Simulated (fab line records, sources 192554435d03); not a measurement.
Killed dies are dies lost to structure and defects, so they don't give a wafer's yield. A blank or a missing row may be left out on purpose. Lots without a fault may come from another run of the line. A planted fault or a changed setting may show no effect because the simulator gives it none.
Which tool did it? | flow n5_finfet | 13 lots, 38 wafers sampled, at 3 steps of a route of 1938

WHAT THE GAUGES READ, wafer by wafer
N5_PASSIVATION_CD_MEAS_30: target cd 4000 nm. Usual: cd_nm 4000.3 nm, standard deviation 1.9.
lot  | measured     | on        | cd_nm (nm)           | flag
L827 | day 11 11:22 | cd_sem-02 | 3999.9 3998.8 4000.6 |
L828 | day 12 06:33 | cd_sem-02 | 3998.4 4001.9 3998.6 |
L829 | day 12 15:32 | cd_sem-03 | 4002.5 3998.6        |
L832 | day 13 12:57 | cd_sem-02 | 4000.4 4002.1 4001.8 |
L831 | day 13 05:07 | cd_sem-01 | 3998.7 4000.4 4001.0 |
L833 | day 13 13:29 | cd_sem-02 | 4002.0 4000.4 4003.0 |
L834 | day 13 13:20 | cd_sem-03 | 4000.7 4001.0 4000.9 |
L837 | day 14 15:26 | cd_sem-01 | 4000.2 4000.3 4000.4 |
L842 | day 15 12:05 | cd_sem-03 | 4000.6 3997.2 3998.4 |
L840 | day 15 11:03 | cd_sem-03 | 4001.1 4000.2 4002.4 |
L841 | day 15 13:58 | cd_sem-01 | 3998.7 4001.4 4001.8 |
L844 | day 16 10:36 | cd_sem-02 | 3995.9 3999.8 3995.0 |
L845 | day 16 11:02 | cd_sem-03 | 4002.6 4002.0 4001.2 |

WHICH TOOL RAN EACH LOT (tool, then ch and the chambers of the sampled wafers, then the start)
lot  | N5_BEOL_M7_CVD_78                | N5_PASSIVATION_AL_DEP_21
L827 | cvd_co-01 ch 0,2, day 8 20:53    | pvd_sputter-02, day 11 10:46
L828 | cvd_co-01 ch 0,1, day 9 13:44    | pvd_sputter-01, day 12 06:05
L829 | cvd_co-02 ch 1,2, day 9 18:00    | pvd_sputter-01, day 12 15:04
L832 | cvd_co-01 ch 0,2, day 10 08:43   | pvd_sputter-03, day 13 12:22
L831 | cvd_co-02 ch 1,2, day 10 10:23   | pvd_sputter-02, day 13 04:38
L833 | cvd_co-01 ch 0,1, day 10 14:33   | pvd_sputter-01, day 13 12:46
L834 | cvd_co-01 ch 0,1,2, day 10 17:11 | pvd_sputter-02, day 13 12:44
L837 | cvd_co-02 ch 1,2, day 11 21:08   | pvd_sputter-01, day 14 14:58
L842 | cvd_co-02 ch 0,1, day 12 22:02   | pvd_sputter-03, day 15 11:37
L840 | cvd_co-02 ch 0,1,2, day 12 22:34 | pvd_sputter-02, day 15 10:27
L841 | cvd_co-01 ch 0,1,2, day 13 00:33 | pvd_sputter-01, day 15 13:29
L844 | cvd_co-02 ch 1,2, day 13 17:08   | pvd_sputter-01, day 16 10:07
L845 | cvd_co-02 ch 1,2, day 13 19:17   | pvd_sputter-03, day 16 10:34
- N5_BEOL_M7_CVD_78: deposits Co from CCTBA/H2, target thk 2 nm, time 142.3 s.
- N5_PASSIVATION_AL_DEP_21: deposits Al, target thk 2800 nm, time 170 s.

WHAT THE TOOLS THEMSELVES READ (means of the sampled wafers that have a number; where no wafer has one, the mark that the record gives instead)
N5_PASSIVATION_AL_DEP_21. Usual: throttle_valve_pct 29.9 %, standard deviation 1.3.
lot  | tool           | throttle_valve_pct (%) | flag
L827 | pvd_sputter-02 | 29.5                   |
L828 | pvd_sputter-01 | 30.3                   |
L829 | pvd_sputter-01 | 30.0                   |
L832 | pvd_sputter-03 | 30.7                   |
L831 | pvd_sputter-02 | 29.6                   |
L833 | pvd_sputter-01 | 29.1                   |
L834 | pvd_sputter-02 | 29.4                   |
L837 | pvd_sputter-01 | 30.4                   |
L842 | pvd_sputter-03 | 30.8                   |
L840 | pvd_sputter-02 | 28.4                   |
L841 | pvd_sputter-01 | 30.9                   |
L844 | pvd_sputter-01 | 29.7                   |
L845 | pvd_sputter-03 | 30.2                   |

THE ANSWER, worked out from the rows above alone
Rule: a lot is off if the mean of its wafers that have a number lies more than 3 standard deviations from the usual mean. A lot without any number at a reading at which 4 lots or more have one is off too. The other lots that the step has rows for count as sound. The gauges are gone through in route order, then the tools' own readings, and for those a lot's mean is taken as printed above. The first step at which some lot is off is used, and at that step the reading that is off furthest; a lot without a number counts as furthest.
No lot is off at any reading shown: from this, nothing can be told.

WHAT THE SIMULATOR HAD PUT IN
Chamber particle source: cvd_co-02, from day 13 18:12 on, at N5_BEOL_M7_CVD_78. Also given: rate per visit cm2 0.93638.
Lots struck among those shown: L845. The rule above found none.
